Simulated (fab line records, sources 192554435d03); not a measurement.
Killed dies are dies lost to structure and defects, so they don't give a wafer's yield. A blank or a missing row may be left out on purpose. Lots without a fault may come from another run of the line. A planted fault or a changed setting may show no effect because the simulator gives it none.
Chamber matching | flow n5_finfet | N5_FIN_SAQP_PECVD_47 on pecvd-03: 3 sister chambers
The step deposits a-Si from SiH4/He, target thk 45 nm, time 36.3 s. 6 wafers are shown with their chamber, then 9 later ones without.

WAFERS WITH THEIR CHAMBER
wafer  | chamber | showerhead_plenum_p_Torr (Torr) | throttle_valve_pct (%)
L081.4 | 2       | 5.59                            | 17.4
L084.4 | 2       | 5.61                            | 17.6
L084.5 | 0       | 5.71                            | 17.2
L086.1 | 0       | 5.71                            | 17.1
L086.2 | 1       | 5.67                            | 18.0
L086.6 | 1       | 5.66                            | 18.0

WAFERS WITHOUT THEIR CHAMBER
wafer  | showerhead_plenum_p_Torr (Torr) | throttle_valve_pct (%)
L087.1 | 5.59                            | 17.1
L087.2 | 5.67                            | 17.8
L087.3 | 5.65                            | 17.9
L092.1 | 5.66                            | 18.0
L092.2 | 5.59                            | 17.6
L092.3 | 5.70                            | 17.3
L093.3 | 5.58                            | 17.5
L093.4 | 5.70                            | 17.4
L093.6 | 5.59                            | 17.4

WHICH CHAMBER EACH WENT THROUGH
wafer  | from the rows above | in truth
L087.1 | 2                   | 2
L087.2 | 1                   | 1
L087.3 | 1                   | 1
L092.1 | 1                   | 1
L092.2 | 2                   | 2
L092.3 | 0                   | 0
L093.3 | 2                   | 2
L093.4 | 0                   | 0
L093.6 | 2                   | 2
Placed correctly: 9 of 9. Can't be placed from these rows: 0. Placed wrongly: 0.
How it was worked out, from the rows above alone: a wafer's distance from a chamber is the root of the sum, over the readings, of the square of ((its reading less the chamber's mean) divided by the reading's scatter). The wafer belongs to the nearest chamber; if the next one is less than 2 further off, it can't be placed. A chamber's mean is the mean of its shown wafers. The scatter: the root of (the sum of the squares of (reading less its chamber's mean) over the shown wafers, divided by (wafers less chambers)).
